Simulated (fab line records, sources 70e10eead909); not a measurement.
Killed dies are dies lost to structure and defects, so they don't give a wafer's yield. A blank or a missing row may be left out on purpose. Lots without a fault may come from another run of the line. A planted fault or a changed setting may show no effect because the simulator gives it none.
Which tool did it? | flow nand_harc | 12 lots, 36 wafers sampled, at 5 steps of a route of 1302

WHAT THE GAUGES READ, wafer by wafer
NHARC_HYBRID_BOND_OVL_MEAS_05. Usual: overlay_x_nm -2 nm, standard deviation 30; overlay_y_nm -2 nm, standard deviation 34.
lot  | measured     | on         | overlay_x_nm (nm) | overlay_y_nm (nm) | flag
L481 | day 24 05:29 | overlay-01 | -44 3 -39         | -4 2 -21          |
L483 | day 24 09:46 | overlay-01 | -19 9 -43         | -4 -84 -10        |
L486 | day 25 05:28 | overlay-01 | 41 -6 -31         | -72 -95 29        |
L485 | day 25 10:01 | overlay-02 | 53 -33 40         | -24 -40 -13       |
L490 | day 27 03:25 | overlay-01 | 11 3 20           | 17 6 1            |
L488 | day 27 08:31 | overlay-02 | 35 1 -12          | 19 57 -37         |
L489 | day 27 12:54 | overlay-02 | -23 -10 51        | -7 -7 -93         |
L487 | day 27 12:54 | overlay-01 | -22 -2 10         | -17 49 -40        |
L492 | day 28 08:58 | overlay-01 | 16 26 -81         | 35 10 32          |
L494 | day 29 02:38 | overlay-02 | -20 -18 -22       | 19 19 49          |
L495 | day 29 10:46 | overlay-02 | -64 -4 22         | -27 -64 -16       |
L493 | day 29 10:47 | overlay-01 | 26 -28 8          | 18 -4 -14         |

NHARC_END_SORT_01. Usual: defect_limited_yield 93.3 %, standard deviation 1.5; killed_at_array 41, standard deviation 10; killed_at_other 0.8, standard deviation 0.91; killed_at_periphery 4.2, standard deviation 2.9; killed_dies 46, standard deviation 10; killed_open 3.5, standard deviation 2.1; killed_short 2.5, standard deviation 1.6; sort_bin_2_pct 2.4 %, standard deviation 0.71; sort_bin_3_pct 0.6 %, standard deviation 0.33; sort_bin_4_pct 3.8 %, standard deviation 0.93; sort_n_pass 631, standard deviation 10; sort_rim_yield_pct 86 %, standard deviation 4.5; sort_yield_pct 93.3 %, standard deviation 1.5.
lot  | measured     | on        | defect_limited_yield (%) | killed_at_array | killed_at_other | killed_at_periphery | killed_dies | killed_open | killed_short | sort_bin_2_pct (%) | sort_bin_3_pct (%) | sort_bin_4_pct (%) | sort_n_pass | sort_rim_yield_pct (%) | sort_yield_pct (%) | flag
L486 | day 26 00:31 | prober-01 | 95.6 95.6 94.8           | 28 26 32        | 1 0 1           | 1 4 2               | 30 30 35    | 3 7 3       | 1 0 4        | 1.3 1.5 1.5        | 0.1 0.1 0.1        | 3.0 2.8 3.5        | 647 647 642 | 92 92 92               | 95.6 95.6 94.8     |
L485 | day 26 04:28 | prober-02 | 93.5 93.4 91.3           | 44 40 53        | 0 0 4           | 0 5 2               | 44 45 59    | 0 6 3       | 1 3 5        | 3.0 2.7 2.8        | 0.1 0.3 1.6        | 3.4 3.7 4.3        | 633 632 618 | 82 82 85               | 93.5 93.4 91.3     |
L488 | day 28 00:54 | prober-01 | 94.2 93.9 93.4           | 36 35 42        | 1 2 2           | 2 4 1               | 39 41 45    | 4 3 4       | 4 4 2        | 2.1 1.8 2.5        | 0.9 0.6 0.4        | 2.8 3.7 3.7        | 638 636 632 | 92 88 88               | 94.2 93.9 93.4     |
L487 | day 28 08:43 | prober-01 | 93.1 92.9 93.6           | 44 46 40        | 1 0 0           | 2 2 3               | 47 48 43    | 6 4 8       | 0 5 0        | 2.4 1.2 2.7        | 0.3 0.7 0.4        | 4.3 5.2 3.2        | 630 629 634 | 90 87 84               | 93.1 92.9 93.6     |
L492 | day 29 04:02 | prober-02 | 93.6                     | 38              | 2               | 3                   | 43          | 2           | 4            | 3.4                | 0.1                | 2.8                | 634         | 83                     | 93.6               |
L495 | day 30 05:19 | prober-02 | 0 0 0                    | 38 44 34        | 637 633 641     | 2 0 2               | 677 677 677 | 6 6 4       | 1 3 3        | 96.2 95.7 97.0     | 0.1 0.3 0.3        | 3.7 4.0 2.7        | 0 0 0       | 0 0 0                  | 0 0 0              | OFF
L493 | day 30 04:30 | prober-01 | 92.5 92.6 0              | 47 48 41        | 0 1 631         | 4 1 5               | 51 50 677   | 4 1 0       | 4 4 5        | 3.0 2.7 95.3       | 0.7 0.7 1.0        | 3.8 4.0 3.7        | 626 627 0   | 92 86 0                | 92.5 92.6 0        | OFF

WHICH TOOL RAN EACH LOT (tool, then ch and the chambers of the sampled wafers, then the start)
lot  | NHARC_THIN_TSV_DEP_43           | NHARC_THIN_TSV_DEP_47           | NHARC_THIN_TSV_STRIP_56
L481 | pecvd-01 ch 0,1,2, day 24 08:35 | pecvd-03 ch 1,2, day 24 11:08   | plasma_asher-01 ch 0, day 24 15:49
L483 | pecvd-01 ch 0,1,2, day 24 13:01 | pecvd-01 ch 0,1,2, day 24 15:41 | plasma_asher-01 ch 0,1, day 24 20:30
L486 | pecvd-03 ch 0,2, day 25 07:21   | pecvd-03 ch 0,1,2, day 25 10:00 | plasma_asher-02 ch 0,1, day 25 14:36
L485 | pecvd-03 ch 1,2, day 25 11:59   | pecvd-03 ch 0,2, day 25 14:28   | plasma_asher-02 ch 0,1, day 25 19:15
L490 | pecvd-02 ch 0,1,2, day 27 05:22 | pecvd-02 ch 0,2, day 27 08:07   | plasma_asher-02 ch 0,1, day 27 13:02
L488 | pecvd-03 ch 0,1,2, day 27 10:31 | pecvd-03 ch 1,2, day 27 13:01   | plasma_asher-01 ch 0,1, day 27 17:40
L489 | pecvd-03 ch 0,2, day 27 16:01   | pecvd-01 ch 1,2, day 27 18:42   | plasma_asher-01 ch 0,1, day 27 23:41
L487 | pecvd-01 ch 0,1, day 27 14:52   | pecvd-03 ch 0,2, day 27 17:58   | plasma_asher-01 ch 0,1, day 27 22:43
L492 | pecvd-03 ch 1,2, day 28 10:58   | pecvd-01 ch 0,1,2, day 28 13:31 | plasma_asher-01 ch 0,1, day 28 18:10
L494 | pecvd-03 ch 0,2, day 29 04:34   | pecvd-03 ch 0,1, day 29 07:43   | plasma_asher-02 ch 1, day 29 12:17
L495 | pecvd-03 ch 1,2, day 29 12:41   | pecvd-01 ch 1,2, day 29 15:17   | plasma_asher-02 ch 0,1, day 29 20:08
L493 | pecvd-03 ch 0,2, day 29 13:56   | pecvd-03 ch 0,2, day 29 16:42   | plasma_asher-02 ch 0,1, day 29 21:27
- NHARC_THIN_TSV_DEP_43: deposits SiO2, target thk 1328.5 nm.
- NHARC_THIN_TSV_DEP_47: deposits SiO2, target thk 200 nm.
- NHARC_THIN_TSV_STRIP_56: strips in O2.

WHAT THE TOOLS THEMSELVES READ (means of the sampled wafers that have a number; where no wafer has one, the mark that the record gives instead)
NHARC_THIN_TSV_DEP_43. Usual: rf_fwd_power_W 898.1 W, standard deviation 3; throttle_valve_pct 15.8 %, standard deviation 0.39.
lot  | tool     | rf_fwd_power_W (W) | throttle_valve_pct (%) | flag
L481 | pecvd-01 | 897.6              | 15.4                   |
L483 | pecvd-01 | 898.4              | 15.5                   |
L486 | pecvd-03 | 898.5              | 15.9                   |
L485 | pecvd-03 | 897.2              | 16.1                   |
L490 | pecvd-02 | 894.8              | 15.7                   |
L488 | pecvd-03 | 893.3              | 15.9                   |
L489 | pecvd-03 | 898.4              | 16.0                   |
L487 | pecvd-01 | 897.9              | 15.5                   |
L492 | pecvd-03 | 896.5              | 16.0                   |
L494 | pecvd-03 | 900.5              | 15.7                   |
L495 | pecvd-03 | 895.6              | 16.0                   |
L493 | pecvd-03 | 898.5              | 15.8                   |

NHARC_THIN_TSV_DEP_47. Usual: rf_fwd_power_W 898.4 W, standard deviation 2.5; throttle_valve_pct 15.8 %, standard deviation 0.37.
lot  | tool     | rf_fwd_power_W (W) | throttle_valve_pct (%) | flag
L481 | pecvd-03 | 893.9              | 15.9                   |
L483 | pecvd-01 | 897.4              | 15.5                   |
L486 | pecvd-03 | 898.5              | 15.9                   |
L485 | pecvd-03 | 897.9              | 15.6                   |
L490 | pecvd-02 | 897.9              | 16.0                   |
L488 | pecvd-03 | 900.4              | 16.0                   |
L489 | pecvd-01 | 898.1              | 15.6                   |
L487 | pecvd-03 | 897.7              | 15.8                   |
L492 | pecvd-01 | 900.6              | 15.8                   |
L494 | pecvd-03 | 899.1              | 16.0                   |
L495 | pecvd-01 | 897.3              | 15.5                   |
L493 | pecvd-03 | 899.7              | 15.8                   |

NHARC_THIN_TSV_STRIP_56. Usual: drypump_motor_current_A 5.6 A, standard deviation 0.51; heater_power_w 338 W, standard deviation 33.
lot  | tool            | drypump_motor_current_A (A) | heater_power_w (W) | flag
L481 | plasma_asher-01 | 5.8                         | 327                |
L483 | plasma_asher-01 | 5.1                         | 368                |
L486 | plasma_asher-02 | 5.7                         | 324                |
L485 | plasma_asher-02 | 5.7                         | 320                |
L490 | plasma_asher-02 | 5.7                         | 326                |
L488 | plasma_asher-01 | 5.4                         | 352                |
L489 | plasma_asher-01 | 5.4                         | 347                |
L487 | plasma_asher-01 | 5.1                         | 370                |
L492 | plasma_asher-01 | 5.4                         | 350                |
L494 | plasma_asher-02 | 5.5                         | 308                |
L495 | plasma_asher-02 | 5.7                         | 323                |
L493 | plasma_asher-02 | 5.7                         | 322                |

THE ANSWER, worked out from the rows above alone
Rule: a lot is off if the mean of its wafers that have a number lies more than 3 standard deviations from the usual mean. A lot without any number at a reading at which 4 lots or more have one is off too. The other lots that the step has rows for count as sound. The gauges are gone through in route order, then the tools' own readings, and for those a lot's mean is taken as printed above. The first step at which some lot is off is used, and at that step the reading that is off furthest; a lot without a number counts as furthest.
Off: L495, L493, at NHARC_END_SORT_01 (killed_at_other). Neither off nor sound, because the step has no rows for them: L481, L483, L490, L489, L494.
A tool fits if, at a process step before that reading, it ran every lot that is off, and no sound lot after the first of them. The gauges at NHARC_END_SORT_01 are tried like those tools. Can't be told from this: 2 tools fit, pecvd-03 at NHARC_THIN_TSV_DEP_43, plasma_asher-02 at NHARC_THIN_TSV_STRIP_56.

WHAT THE SIMULATOR HAD PUT IN
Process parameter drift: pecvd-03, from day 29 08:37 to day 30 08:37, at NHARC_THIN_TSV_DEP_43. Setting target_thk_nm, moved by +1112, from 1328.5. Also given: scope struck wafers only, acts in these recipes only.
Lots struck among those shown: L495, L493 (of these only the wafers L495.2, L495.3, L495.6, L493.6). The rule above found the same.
